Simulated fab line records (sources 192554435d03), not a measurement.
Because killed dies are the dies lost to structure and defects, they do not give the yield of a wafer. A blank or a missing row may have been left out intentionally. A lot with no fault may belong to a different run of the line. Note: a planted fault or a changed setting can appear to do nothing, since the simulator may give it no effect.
Which tool is to blame? | flow n5Finfet | Sampling: 24 lots, 72 wafers, 5 of 1938 route steps

WHAT EACH GAUGE READ, for each wafer
N5_BEOL_M1_OVL_MEAS_29.
lot  | measured     | on         | V0_OVL (nm)
L074 | day 6 09:26  | overlay-02 | -0.3 -0.2 0.1
L075 | day 6 13:44  | overlay-01 | 0.8 0.6 1.1
L076 | day 6 13:56  | overlay-01 | -0.7 -1.1 -1.3
L077 | day 7 01:57  | overlay-02 | -0.3 -0.4 -0.8
L078 | day 7 07:37  | overlay-02 | 0.9 0.2 0.7
L079 | day 7 10:05  | overlay-01 | 1.6 1.7 1.0
L080 | day 7 13:08  | overlay-02 | 0.3 0.3 0.4
L082 | day 7 20:29  | overlay-02 | 0.1 1.1 0.6
L081 | day 8 06:07  | overlay-01 | 0.7 1.9 1.4
L083 | day 8 06:19  | overlay-01 | -0.8 -0.2 -0.2
L084 | day 8 14:40  | overlay-01 | -0.6 -0.4 -1.3
L085 | day 11 09:01 | overlay-01 | 0.1 0.7 -0.4
L088 | day 11 09:10 | overlay-02 | -0.5 0.0 0.2
L095 | day 11 09:39 | overlay-02 | -0.3 0.1 0.0
L094 | day 11 10:08 | overlay-01 | 1.1 0.8 0.9
L089 | day 11 12:28 | overlay-01 | 1.1 0.1 -1.2
L090 | day 11 14:37 | overlay-02 | 0.3 1.7 0.0
L091 | day 11 14:52 | overlay-02 | 0.7 1.2 1.4
L092 | day 11 15:08 | overlay-02 | 0.0 0.7 0.6
L087 | day 11 15:17 | overlay-01 | -0.3 0.7 -0.7
L093 | day 11 15:38 | overlay-01 | 0.2 0.5 0.2
L086 | day 11 16:19 | overlay-01 | -0.1 0.0 0.3
L096 | day 11 16:42 | overlay-02 | 1.7 0.7 1.4
L097 | day 12 05:17 | overlay-02 | 0.2 -0.2 0.4

WHICH TOOL RAN EACH LOT (tool, then ch and the chambers of the sampled wafers, then the start)
lot  | N5_BEOL_M0_SAQP_ALD_48           | N5_BEOL_M0_STRIP_140              | N5_BEOL_M0_SPUTTER_132      | N5_BEOL_M1_STRIP_19
L074 | aldSin-04 ch 1,2, day 5 22:20    | rieDiel-03 ch 0,1,2, day 6 01:50  | pvdSputter-02, day 6 04:41  | rieDiel-06 ch 0,1,3, day 6 09:01
L075 | aldSin-03 ch 0,1, day 6 02:55    | rieDiel-02 ch 0,1,3, day 6 04:39  | pvdSputter-01, day 6 08:11  | rieDiel-01 ch 0,1,2, day 6 13:11
L076 | aldSin-04 ch 1,2,3, day 6 04:56  | rieDiel-02 ch 1,2,3, day 6 07:49  | pvdSputter-01, day 6 09:43  | rieDiel-01 ch 0,1,3, day 6 13:22
L077 | aldSin-01 ch 0,2,3, day 6 14:26  | rieDiel-04 ch 0,1,3, day 6 18:31  | pvdSputter-02, day 6 22:22  | rieDiel-06 ch 1,3, day 7 01:31
L078 | aldSin-03 ch 1,3, day 6 19:01    | rieDiel-04 ch 1,2, day 7 00:05    | pvdSputter-01, day 7 03:28  | rieDiel-01 ch 0,3, day 7 07:12
L079 | aldSin-03 ch 0,2,3, day 7 00:47  | rieDiel-02 ch 0,1,2, day 7 03:26  | pvdSputter-01, day 7 07:10  | rieDiel-06 ch 0,1,3, day 7 09:40
L080 | aldSin-04 ch 0,2,3, day 7 05:27  | rieDiel-02 ch 1,2,3, day 7 07:05  | pvdSputter-03, day 7 08:40  | rieDiel-06 ch 0,1,2, day 7 12:42
L082 | aldSin-04 ch 1,2,3, day 7 12:17  | rieDiel-02 ch 0,1,2, day 7 14:51  | pvdSputter-01, day 7 17:13  | rieDiel-01 ch 0,1,3, day 7 19:56
L081 | aldSin-04 ch 0,2, day 7 17:56    | rieDiel-03 ch 0,1,3, day 7 23:08  | pvdSputter-02, day 8 01:56  | rieDiel-01 ch 0,2,3, day 8 05:42
L083 | aldSin-04 ch 0,1,3, day 7 21:19  | rieDiel-02 ch 2,3, day 7 23:10    | pvdSputter-03, day 8 02:23  | rieDiel-01 ch 0,2,3, day 8 05:47
L084 | aldSin-01 ch 0,2,3, day 8 03:38  | rieDiel-02 ch 0,2,3, day 8 07:10  | pvdSputter-02, day 8 11:22  | rieDiel-05 ch 1,2,3, day 8 14:14
L085 | aldSin-01 ch 1,2,3, day 11 01:16 | rieDiel-03 ch 1,2, day 11 03:05   | pvdSputter-03, day 11 05:43 | rieDiel-06 ch 0,1,3, day 11 08:36
L088 | aldSin-04 ch 0,3, day 11 01:29   | rieDiel-04 ch 0,2, day 11 03:28   | pvdSputter-02, day 11 05:55 | rieDiel-06 ch 0,1, day 11 08:44
L095 | aldSin-01 ch 0,2,3, day 11 01:47 | rieDiel-04 ch 1,2,3, day 11 03:53 | pvdSputter-01, day 11 06:05 | rieDiel-01 ch 2,3, day 11 09:14
L094 | aldSin-04 ch 0,2,3, day 11 01:59 | rieDiel-02 ch 2,3, day 11 04:47   | pvdSputter-01, day 11 06:54 | rieDiel-05 ch 1,2, day 11 09:43
L089 | aldSin-03 ch 1,2, day 11 03:47   | rieDiel-02 ch 0,3, day 11 05:43   | pvdSputter-02, day 11 09:17 | rieDiel-06 ch 2,3, day 11 11:54
L090 | aldSin-01 ch 0,1,3, day 11 04:01 | rieDiel-03 ch 1,2, day 11 06:03   | pvdSputter-03, day 11 09:53 | rieDiel-01 ch 0,3, day 11 14:11
L091 | aldSin-04 ch 0,1,3, day 11 04:14 | rieDiel-04 ch 0,1,3, day 11 06:37 | pvdSputter-01, day 11 09:57 | rieDiel-01 ch 0,2,3, day 11 14:28
L092 | aldSin-03 ch 1,3, day 11 04:17   | rieDiel-03 ch 1,2, day 11 06:38   | pvdSputter-02, day 11 10:11 | rieDiel-06 ch 0,1,3, day 11 14:43
L087 | aldSin-01 ch 0,1,3, day 11 04:31 | rieDiel-03 ch 1,2,3, day 11 06:42 | pvdSputter-03, day 11 10:20 | rieDiel-06 ch 0,2,3, day 11 14:52
L093 | aldSin-01 ch 0,1,2, day 11 05:01 | rieDiel-02 ch 0,1, day 11 08:22   | pvdSputter-03, day 11 10:52 | rieDiel-01 ch 0,2,3, day 11 15:13
L086 | aldSin-03 ch 0,2, day 11 05:19   | rieDiel-04 ch 2,3, day 11 09:54   | pvdSputter-02, day 11 12:02 | rieDiel-06 ch 0,1,2, day 11 15:53
L096 | aldSin-01 ch 0,2, day 11 05:31   | rieDiel-02 ch 1,2,3, day 11 10:05 | pvdSputter-02, day 11 12:29 | rieDiel-06 ch 0,1,3, day 11 16:17
L097 | aldSin-01 ch 0,2,3, day 11 20:08 | rieDiel-02 ch 1,2,3, day 11 22:21 | pvdSputter-03, day 12 01:57 | rieDiel-06 ch 1,2,3, day 12 04:52
- N5_BEOL_M0_SAQP_ALD_48: deposits SiO2, target thk 20 nm, pulse time 1 s, co reactant pulse time 1 s.
- N5_BEOL_M0_STRIP_140: strips in CF4.
- N5_BEOL_M0_SPUTTER_132: material Cu, target thk 4 nm, time 7.37 s.
- N5_BEOL_M1_STRIP_19: strips in O2.

WHAT THE TOOLS THEMSELVES READ (means of the sampled wafers that have a number; where no wafer has one, the mark that the record gives instead)
N5_BEOL_M0_SAQP_ALD_48.
lot  | tool      | heaterPowerW (W) | precursorPulseHeightRel
L074 | aldSin-04 | 79               | 0.999
L075 | aldSin-03 | 74               | 1.014
L076 | aldSin-04 | 82               | 0.984
L077 | aldSin-01 | 82               | 1.013
L078 | aldSin-03 | 70               | 1.007
L079 | aldSin-03 | 73               | 1.027
L080 | aldSin-04 | 82               | 1.010
L082 | aldSin-04 | 83               | 1.005
L081 | aldSin-04 | 78               | 0.994
L083 | aldSin-04 | 78               | 0.995
L084 | aldSin-01 | 81               | 0.989
L085 | aldSin-01 | 77               | 1.004
L088 | aldSin-04 | 76               | 1.006
L095 | aldSin-01 | 82               | 1.002
L094 | aldSin-04 | 82               | 0.987
L089 | aldSin-03 | 66               | 0.987
L090 | aldSin-01 | 80               | 0.986
L091 | aldSin-04 | 78               | 0.996
L092 | aldSin-03 | 70               | 1.007
L087 | aldSin-01 | 81               | 1.003
L093 | aldSin-01 | 79               | 0.987
L086 | aldSin-03 | 72               | 1.018
L096 | aldSin-01 | 82               | 1.010
L097 | aldSin-01 | 82               | 0.973

N5_BEOL_M0_STRIP_140.
lot  | tool       | drypumpMotorCurrentA (A) | oesProductAu (a.u.) | rfVppV (V) | showerheadPlenumPTorr (Torr) | throttleValvePct (%)
L074 | rieDiel-03 | 5.6                      | 0.76                | 270.4      | 1.78                         | 13.72
L075 | rieDiel-02 | 6.3                      | 0.78                | 270.8      | 1.75                         | 13.59
L076 | rieDiel-02 | 6.2                      | 0.80                | 269.9      | 1.80                         | 13.50
L077 | rieDiel-04 | 6.0                      | 0.89                | 270.7      | 1.79                         | 13.33
L078 | rieDiel-04 | 6.3                      | 0.81                | 270.7      | 1.79                         | 13.72
L079 | rieDiel-02 | 6.2                      | 0.82                | 272.8      | 1.83                         | 13.43
L080 | rieDiel-02 | 6.2                      | 0.88                | 272.6      | 1.86                         | 13.33
L082 | rieDiel-02 | 6.2                      | 0.81                | 272.1      | 1.83                         | 13.45
L081 | rieDiel-03 | 5.7                      | 0.80                | 270.1      | 1.82                         | 13.66
L083 | rieDiel-02 | 6.1                      | 0.81                | 271.8      | 1.85                         | 13.43
L084 | rieDiel-02 | 6.2                      | 0.78                | 271.0      | 1.80                         | 13.55
L085 | rieDiel-03 | 5.6                      | 0.76                | 270.4      | 1.81                         | 13.80
L088 | rieDiel-04 | 6.3                      | 0.76                | 269.2      | 1.73                         | 13.87
L095 | rieDiel-04 | 6.0                      | 0.79                | 270.6      | 1.76                         | 13.67
L094 | rieDiel-02 | 6.3                      | 0.82                | 272.4      | 1.83                         | 13.49
L089 | rieDiel-02 | 6.4                      | 0.74                | 269.0      | 1.74                         | 13.71
L090 | rieDiel-03 | 5.6                      | 0.77                | 271.3      | 1.81                         | 13.81
L091 | rieDiel-04 | 6.0                      | 0.86                | 271.8      | 1.78                         | 13.40
L092 | rieDiel-03 | 5.6                      | 0.77                | 270.3      | 1.81                         | 13.81
L087 | rieDiel-03 | 5.5                      | 0.76                | 272.1      | 1.82                         | 13.61
L093 | rieDiel-02 | 6.3                      | 0.80                | 272.3      | 1.83                         | 13.43
L086 | rieDiel-04 | 6.0                      | 0.74                | 269.6      | 1.72                         | 13.83
L096 | rieDiel-02 | 6.2                      | 0.81                | 271.7      | 1.85                         | 13.42
L097 | rieDiel-02 | 6.2                      | 0.80                | 272.5      | 1.85                         | 13.44

N5_BEOL_M0_SPUTTER_132.
lot  | tool          | throttleValvePct (%)
L074 | pvdSputter-02 | 28.9
L075 | pvdSputter-01 | 30.6
L076 | pvdSputter-01 | 30.7
L077 | pvdSputter-02 | 29.5
L078 | pvdSputter-01 | 30.5
L079 | pvdSputter-01 | 30.3
L080 | pvdSputter-03 | 29.2
L082 | pvdSputter-01 | 30.4
L081 | pvdSputter-02 | 29.4
L083 | pvdSputter-03 | 29.4
L084 | pvdSputter-02 | 29.6
L085 | pvdSputter-03 | 28.2
L088 | pvdSputter-02 | 29.0
L095 | pvdSputter-01 | 30.1
L094 | pvdSputter-01 | 30.3
L089 | pvdSputter-02 | 29.9
L090 | pvdSputter-03 | 30.3
L091 | pvdSputter-01 | 30.1
L092 | pvdSputter-02 | 28.9
L087 | pvdSputter-03 | 30.1
L093 | pvdSputter-03 | 29.5
L086 | pvdSputter-02 | 28.8
L096 | pvdSputter-02 | 30.0
L097 | pvdSputter-03 | 29.6

N5_BEOL_M1_STRIP_19.
lot  | tool       | drypumpMotorCurrentA (A) | oesProductAu (a.u.) | rfVppV (V) | showerheadPlenumPTorr (Torr) | tempC (C) | throttleValvePct (%)
L074 | rieDiel-06 | 5.7                      | 0.78                | 3.8        | 2.12                         | 40.05     | 16.58
L075 | rieDiel-01 | 5.3                      | 0.75                | 3.7        | 2.15                         | 39.85     | 16.81
L076 | rieDiel-01 | 5.0                      | 0.72                | 3.4        | 2.14                         | 40.07     | 16.86
L077 | rieDiel-06 | 5.4                      | 0.74                | 3.4        | 2.08                         | 40.01     | 16.73
L078 | rieDiel-01 | 4.8                      | 0.73                | 3.9        | 2.12                         | 40.07     | 17.02
L079 | rieDiel-06 | 5.7                      | 0.77                | 3.4        | 2.12                         | 39.99     | 16.60
L080 | rieDiel-06 | 6.1                      | 0.84                | 3.5        | 2.11                         | 40.01     | 16.47
L082 | rieDiel-01 | 5.0                      | 0.72                | 4.1        | 2.14                         | 40.01     | 16.88
L081 | rieDiel-01 | 5.1                      | 0.75                | 4.0        | 2.13                         | 40.08     | 16.99
L083 | rieDiel-01 | 5.1                      | 0.76                | 3.4        | 2.13                         | 39.97     | 16.98
L084 | rieDiel-05 | 5.6                      | 0.78                | 3.9        | 2.12                         | 39.91     | 16.68
L085 | rieDiel-06 | 5.7                      | 0.75                | 4.0        | 2.11                         | 40.01     | 16.65
L088 | rieDiel-06 | 5.7                      | 0.75                | 3.6        | 2.12                         | 39.96     | 16.69
L095 | rieDiel-01 | 5.0                      | 0.71                | 3.8        | 2.08                         | 40.06     | 17.08
L094 | rieDiel-05 | 5.8                      | 0.69                | 3.9        | 2.09                         | 39.88     | 16.75
L089 | rieDiel-06 | 6.2                      | 0.82                | 3.8        | 2.05                         | 40.13     | 16.41
L090 | rieDiel-01 | 4.9                      | 0.74                | 3.9        | 2.15                         | 39.98     | 17.04
L091 | rieDiel-01 | 5.1                      | 0.73                | 3.4        | 2.12                         | 39.95     | 17.04
L092 | rieDiel-06 | 5.7                      | 0.75                | 4.1        | 2.11                         | 39.94     | 16.65
L087 | rieDiel-06 | 6.1                      | 0.80                | 3.2        | 2.10                         | 40.05     | 16.46
L093 | rieDiel-01 | 5.1                      | 0.73                | 3.7        | 2.12                         | 39.97     | 17.03
L086 | rieDiel-06 | 6.1                      | 0.80                | 4.0        | 2.11                         | 40.00     | 16.51
L096 | rieDiel-06 | 5.7                      | 0.74                | 3.2        | 2.11                         | 39.98     | 16.65
L097 | rieDiel-06 | 5.8                      | 0.76                | 3.7        | 2.06                         | 40.12     | 16.61

THE ANSWER, worked out from the rows above alone
Rule: what is usual is taken from the lots themselves. Put in order of their means at a reading, lots are off if they are a third of the lots or fewer, leave a main group of 4 or more, and stand apart from it by a gap of 3 or more times the standard deviation of the main group's means; of several such gaps the widest counts. A main group whose means are all the same, to the digits that the tables above print for the reading, isn't used. Also off: a lot with no number at a reading for which 4 or more lots have one. Where the step has rows for the other lots, those lots are counted as sound. Order of review: gauges by route order, followed by the tools' own readings, for which a lot's mean as printed above is used. At the first step where some lot is off, the reading lying furthest off is the one used; lots without a number count as furthest.
None of the lots is off at any reading shown; this tells nothing.

WHAT WAS PUT IN BY THE SIMULATOR
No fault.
